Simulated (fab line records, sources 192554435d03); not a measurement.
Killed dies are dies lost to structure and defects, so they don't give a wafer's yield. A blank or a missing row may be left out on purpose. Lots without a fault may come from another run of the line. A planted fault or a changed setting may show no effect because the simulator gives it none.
Which tool did it? | flow n5_finfet | 24 lots, 72 wafers sampled, at 4 steps of a route of 1938

WHAT THE GAUGES READ, wafer by wafer
N5_BEOL_M10_CD_MEAS_18: pitch 140 nm, target cd 70 nm. Usual: cd_nm 69.9 nm, standard deviation 0.6.
lot  | measured     | on        | cd_nm (nm)     | flag
L074 | day 10 03:40 | cd_sem-01 | 70.9 70.9 70.8 |
L075 | day 10 17:10 | cd_sem-01 | 69.2 69.5 69.4 |
L077 | day 10 20:13 | cd_sem-03 | 70.0 70.0 69.9 |
L076 | day 10 20:32 | cd_sem-03 | 69.8 69.6 69.4 |
L079 | day 10 20:39 | cd_sem-02 | 70.4 70.1 71.2 |
L078 | day 11 00:23 | cd_sem-02 | 68.9 69.2 69.0 |
L080 | day 11 15:50 | cd_sem-03 | 70.0 69.0 69.4 |
L082 | day 11 23:09 | cd_sem-03 | 69.2 69.9 69.9 |
L081 | day 12 02:17 | cd_sem-02 | 69.3 70.2 69.9 |
L083 | day 12 08:07 | cd_sem-03 | 68.8 69.4 68.7 |
L085 | day 12 20:37 | cd_sem-01 | 70.9 70.3 70.9 |
L086 | day 13 05:36 | cd_sem-01 | 69.5 69.7 69.7 |
L084 | day 13 09:49 | cd_sem-02 | 69.5 69.5 69.5 |
L088 | day 13 13:32 | cd_sem-01 | 69.8 69.5 69.6 |
L087 | day 13 17:22 | cd_sem-02 | 70.4 69.9 70.3 |
L089 | day 13 20:25 | cd_sem-03 | 70.6 69.9 69.6 |
L091 | day 14 01:43 | cd_sem-03 | 68.7 69.5 69.2 |
L090 | day 14 04:36 | cd_sem-01 | 69.6 70.3 70.3 |
L093 | day 14 15:27 | cd_sem-02 | 70.3 70.4 69.9 |
L092 | day 15 01:43 | cd_sem-03 | 69.9 69.9 70.0 |
L094 | day 15 12:22 | cd_sem-03 | 69.3 69.4 69.6 |
L095 | day 15 14:49 | cd_sem-03 | 70.3 71.2 70.5 |
L096 | day 15 21:11 | cd_sem-03 | 70.6 70.1 70.1 |
L097 | day 16 02:16 | cd_sem-03 | 70.3 69.7 70.4 |

N5_BEOL_M10_OVL_MEAS_29. Usual: V9_OVL -0.4 nm, standard deviation 0.9.
lot  | measured     | on         | V9_OVL (nm)    | flag
L074 | day 10 04:43 | overlay-02 | 0.0 -2.4 -1.3  |
L075 | day 10 18:53 | overlay-01 | 0.3 -0.8 -0.2  |
L077 | day 10 20:41 | overlay-02 | -0.4 -1.9 -0.3 |
L076 | day 10 22:11 | overlay-02 | -1.3 -2.0 -1.4 |
L079 | day 10 22:13 | overlay-01 | -2.0 -0.7 -1.2 |
L078 | day 11 01:43 | overlay-01 | -0.1 -0.8 -0.4 |
L080 | day 11 16:10 | overlay-01 | -1.5 -0.7 -0.9 |
L082 | day 12 01:53 | overlay-02 | 0.9 0.2 0.4    |
L081 | day 12 03:08 | overlay-01 | 0.2 -0.3 0.7   |
L083 | day 12 10:19 | overlay-01 | -0.3 -0.2 0.7  |
L085 | day 12 21:05 | overlay-02 | 0.9 -0.5 -0.4  |
L086 | day 13 06:00 | overlay-01 | -2.1 -1.9 -1.0 |
L084 | day 13 12:01 | overlay-02 | 0.7 0.0 1.0    |
L088 | day 13 14:43 | overlay-02 | -0.5 -1.9 0.1  |
L087 | day 13 18:38 | overlay-01 | 0.4 0.3 -0.5   |
L089 | day 13 20:52 | overlay-02 | 1.1 0.5 0.9    |
L091 | day 14 04:44 | overlay-01 | -0.5 -1.4 0.0  |
L090 | day 14 05:02 | overlay-02 | 0.1 -1.3 -0.4  |
L093 | day 14 18:23 | overlay-02 | -1.1 -1.8 -1.2 |
L092 | day 15 02:36 | overlay-02 | 0.5 -0.2 0.1   |
L094 | day 15 12:48 | overlay-01 | -0.3 -0.5 -0.9 |
L095 | day 15 15:16 | overlay-01 | 1.0 1.9 1.0    |
L096 | day 15 22:01 | overlay-02 | -0.1 -0.1 -0.5 |
L097 | day 16 02:51 | overlay-01 | -0.2 0.5 0.8   |

WHICH TOOL RAN EACH LOT (tool, then ch and the chambers of the sampled wafers, then the start)
lot  | N5_BEOL_M10_PECVD_70            | N5_BEOL_M10_ETCH_61
L074 | pecvd-01 ch 0,2, day 10 00:13   | rie_diel-06 ch 0,2,3, day 10 03:15
L075 | pecvd-03 ch 0,1, day 10 15:05   | rie_diel-06 ch 0,2, day 10 16:40
L077 | pecvd-01 ch 0,2, day 10 17:31   | rie_diel-05 ch 0,1,2, day 10 19:47
L076 | pecvd-04 ch 0,1,2, day 10 18:04 | rie_diel-04 ch 1,2,3, day 10 20:07
L079 | pecvd-04 ch 0,2, day 10 18:21   | rie_diel-05 ch 0,1,2, day 10 20:13
L078 | pecvd-01 ch 0,1,2, day 10 21:19 | rie_diel-05 ch 0,2, day 10 23:58
L080 | pecvd-01 ch 0,1,2, day 11 13:07 | rie_diel-06 ch 0,1,2, day 11 15:25
L082 | pecvd-04 ch 0,2, day 11 21:48   | rie_diel-05 ch 1,2, day 11 22:44
L081 | pecvd-01 ch 0,2, day 11 23:25   | rie_diel-05 ch 1,2,3, day 12 01:44
L083 | pecvd-04 ch 1,2, day 12 06:27   | rie_diel-04 ch 0,2,3, day 12 07:42
L085 | pecvd-04 ch 0,1,2, day 12 19:14 | rie_diel-04 ch 0,1, day 12 20:03
L086 | pecvd-04 ch 0,2, day 13 02:49   | rie_diel-06 ch 0,1, day 13 05:11
L084 | pecvd-04 ch 1,2, day 13 08:30   | rie_diel-06 ch 0,1,3, day 13 09:24
L088 | pecvd-01 ch 2, day 13 09:50     | rie_diel-04 ch 0,3, day 13 13:04
L087 | pecvd-01 ch 0,2, day 13 15:47   | rie_diel-04 ch 0,1,3, day 13 16:57
L089 | pecvd-03 ch 0,2, day 13 18:08   | rie_diel-05 ch 0,1,2, day 13 19:59
L091 | pecvd-03 ch 0,1,2, day 13 22:25 | rie_diel-05 ch 0,2,3, day 14 01:18
L090 | pecvd-03 ch 0,1,2, day 14 01:58 | rie_diel-06 ch 0,2,3, day 14 04:11
L093 | pecvd-03 ch 0,2, day 14 11:44   | rie_diel-05 ch 1,2,3, day 14 14:56
L092 | pecvd-04 ch 0,2, day 14 21:40   | rie_diel-04 ch 0,1,3, day 15 01:18
L094 | pecvd-04 ch 0,2, day 15 10:56   | rie_diel-05 ch 1,3, day 15 11:56
L095 | pecvd-01 ch 0,1, day 15 13:14   | rie_diel-04 ch 0,2, day 15 14:24
L096 | pecvd-01 ch 1,2, day 15 19:10   | rie_diel-06 ch 1,2,3, day 15 20:46
L097 | pecvd-01 ch 0,1,2, day 16 00:19 | rie_diel-06 ch 1,2, day 16 01:41
- N5_BEOL_M10_PECVD_70: deposits SiO2 from TEOS/O2, target thk 20 nm, time 22.7 s.
- N5_BEOL_M10_ETCH_61: etches SiARC in CF4, target depth 39 nm, time 65 s.

WHAT THE TOOLS THEMSELVES READ (means of the sampled wafers that have a number; where no wafer has one, the mark that the record gives instead)
N5_BEOL_M10_PECVD_70. Usual: heater_power_w 718 W, standard deviation 67; showerhead_plenum_p_Torr 8.82 Torr, standard deviation 0.035; throttle_valve_pct 21.8 %, standard deviation 0.91.
lot  | tool     | heater_power_w (W) | showerhead_plenum_p_Torr (Torr) | throttle_valve_pct (%) | flag
L074 | pecvd-01 | 728                | 8.79                            | 22.1                   |
L075 | pecvd-03 | 671                | 8.85                            | 21.9                   |
L077 | pecvd-01 | 696                | 8.80                            | 23.0                   |
L076 | pecvd-04 | 683                | 8.82                            | 21.3                   |
L079 | pecvd-04 | 724                | 8.82                            | 21.6                   |
L078 | pecvd-01 | 717                | 8.80                            | 22.3                   |
L080 | pecvd-01 | 698                | 8.81                            | 22.4                   |
L082 | pecvd-04 | 668                | 8.85                            | 21.7                   |
L081 | pecvd-01 | 726                | 8.82                            | 23.0                   |
L083 | pecvd-04 | 746                | 8.80                            | 20.8                   |
L085 | pecvd-04 | 704                | 8.83                            | 21.2                   |
L086 | pecvd-04 | 708                | 8.85                            | 21.8                   |
L084 | pecvd-04 | 731                | 8.80                            | 20.8                   |
L088 | pecvd-01 | 735                | 8.77                            | 21.8                   |
L087 | pecvd-01 | 690                | 8.81                            | 22.3                   |
L089 | pecvd-03 | 842                | 8.85                            | 21.4                   |
L091 | pecvd-03 | 734                | 8.86                            | 21.5                   |
L090 | pecvd-03 | 771                | 8.85                            | 21.6                   |
L093 | pecvd-03 | 697                | 8.86                            | 21.4                   |
L092 | pecvd-04 | 705                | 8.82                            | 21.8                   |
L094 | pecvd-04 | 748                | 8.85                            | 21.9                   |
L095 | pecvd-01 | 685                | 8.80                            | 22.6                   |
L096 | pecvd-01 | 707                | 8.80                            | 21.8                   |
L097 | pecvd-01 | 682                | 8.81                            | 22.5                   |

N5_BEOL_M10_ETCH_61. Usual: bias_w 35.99 W, standard deviation 0.11; chamber_pressure_mTorr 40.00 mTorr, standard deviation 0.041; drypump_motor_current_A 5.8 A, standard deviation 0.4; etch_rf_on_time_s 65.0 s, standard deviation 0.72; oes_product_au 0.69 a.u., standard deviation 0.061; rf_vpp_V 184.4 V, standard deviation 1.2; showerhead_plenum_p_Torr 2.17 Torr, standard deviation 0.064; throttle_valve_pct 15.44 %, standard deviation 0.24.
lot  | tool        | bias_w (W) | chamber_pressure_mTorr (mTorr) | drypump_motor_current_A (A) | etch_rf_on_time_s (s) | oes_product_au (a.u.) | rf_vpp_V (V) | showerhead_plenum_p_Torr (Torr) | throttle_valve_pct (%) | flag
L074 | rie_diel-06 | 35.86      | 39.95                          | 6.0                         | 64.6                  | 0.61                  | 183.3        | 2.07                            | 15.52                  |
L075 | rie_diel-06 | 35.92      | 40.02                          | 5.7                         | 65.1                  | 0.64                  | 183.9        | 2.08                            | 15.61                  |
L077 | rie_diel-05 | 36.02      | 40.02                          | 5.5                         | 65.3                  | 0.70                  | 185.5        | 2.22                            | 15.38                  |
L076 | rie_diel-04 | 36.11      | 40.02                          | 5.8                         | 64.6                  | 0.71                  | 184.1        | 2.17                            | 15.44                  |
L079 | rie_diel-05 | 36.00      | 40.04                          | 5.5                         | 64.8                  | 0.70                  | 184.5        | 2.22                            | 15.36                  |
L078 | rie_diel-05 | 36.03      | 39.99                          | 5.3                         | 64.7                  | 0.73                  | 185.4        | 2.23                            | 15.40                  |
L080 | rie_diel-06 | 36.01      | 40.00                          | 6.0                         | 65.3                  | 0.65                  | 184.4        | 2.14                            | 15.60                  |
L082 | rie_diel-05 | 35.98      | 39.97                          | 5.8                         | 64.1                  | 0.69                  | 184.1        | 2.19                            | 15.21                  |
L081 | rie_diel-05 | 35.96      | 39.99                          | 5.8                         | 64.6                  | 0.71                  | 184.6        | 2.16                            | 15.31                  |
L083 | rie_diel-04 | 36.04      | 40.10                          | 5.6                         | 65.0                  | 0.70                  | 184.0        | 2.17                            | 15.53                  |
L085 | rie_diel-04 | 36.09      | 40.01                          | 5.6                         | 64.9                  | 0.69                  | 184.4        | 2.17                            | 15.47                  |
L086 | rie_diel-06 | 35.91      | 39.98                          | 6.3                         | 65.5                  | 0.66                  | 185.4        | 2.21                            | 15.56                  |
L084 | rie_diel-06 | 35.95      | 40.02                          | 6.3                         | 64.8                  | 0.70                  | 184.6        | 2.21                            | 15.36                  |
L088 | rie_diel-04 | 35.91      | 39.98                          | 5.5                         | 65.1                  | 0.71                  | 184.5        | 2.16                            | 15.48                  |
L087 | rie_diel-04 | 35.95      | 40.00                          | 5.7                         | 64.3                  | 0.71                  | 184.1        | 2.16                            | 15.39                  |
L089 | rie_diel-05 | 35.88      | 39.96                          | 5.5                         | 65.1                  | 0.67                  | 185.2        | 2.21                            | 15.43                  |
L091 | rie_diel-05 | 36.01      | 39.99                          | 5.6                         | 64.9                  | 0.72                  | 183.7        | 2.17                            | 15.37                  |
L090 | rie_diel-06 | 36.05      | 40.00                          | 6.1                         | 64.8                  | 0.67                  | 184.2        | 2.14                            | 15.42                  |
L093 | rie_diel-05 | 35.98      | 40.03                          | 5.8                         | 66.2                  | 0.68                  | 184.0        | 2.16                            | 15.35                  |
L092 | rie_diel-04 | 35.98      | 40.00                          | 5.6                         | 65.3                  | 0.69                  | 184.3        | 2.16                            | 15.42                  |
L094 | rie_diel-05 | 36.01      | 39.97                          | 5.7                         | 65.3                  | 0.64                  | 185.8        | 2.17                            | 15.52                  |
L095 | rie_diel-04 | 35.96      | 40.02                          | 5.6                         | 65.6                  | 0.66                  | 183.5        | 2.15                            | 15.70                  |
L096 | rie_diel-06 | 36.05      | 39.99                          | 6.2                         | 64.7                  | 0.69                  | 184.0        | 2.18                            | 15.45                  |
L097 | rie_diel-06 | 36.04      | 39.98                          | 6.1                         | 65.6                  | 0.65                  | 184.4        | 2.17                            | 15.66                  |

THE ANSWER, worked out from the rows above alone
Rule: a lot is off if the mean of its wafers that have a number lies more than 3 standard deviations from the usual mean. A lot without any number at a reading at which 4 lots or more have one is off too. The other lots that the step has rows for count as sound. The gauges are gone through in route order, then the tools' own readings, and for those a lot's mean is taken as printed above. The first step at which some lot is off is used, and at that step the reading that is off furthest; a lot without a number counts as furthest.
No lot is off at any reading shown: from this, nothing can be told.

WHAT THE SIMULATOR HAD PUT IN
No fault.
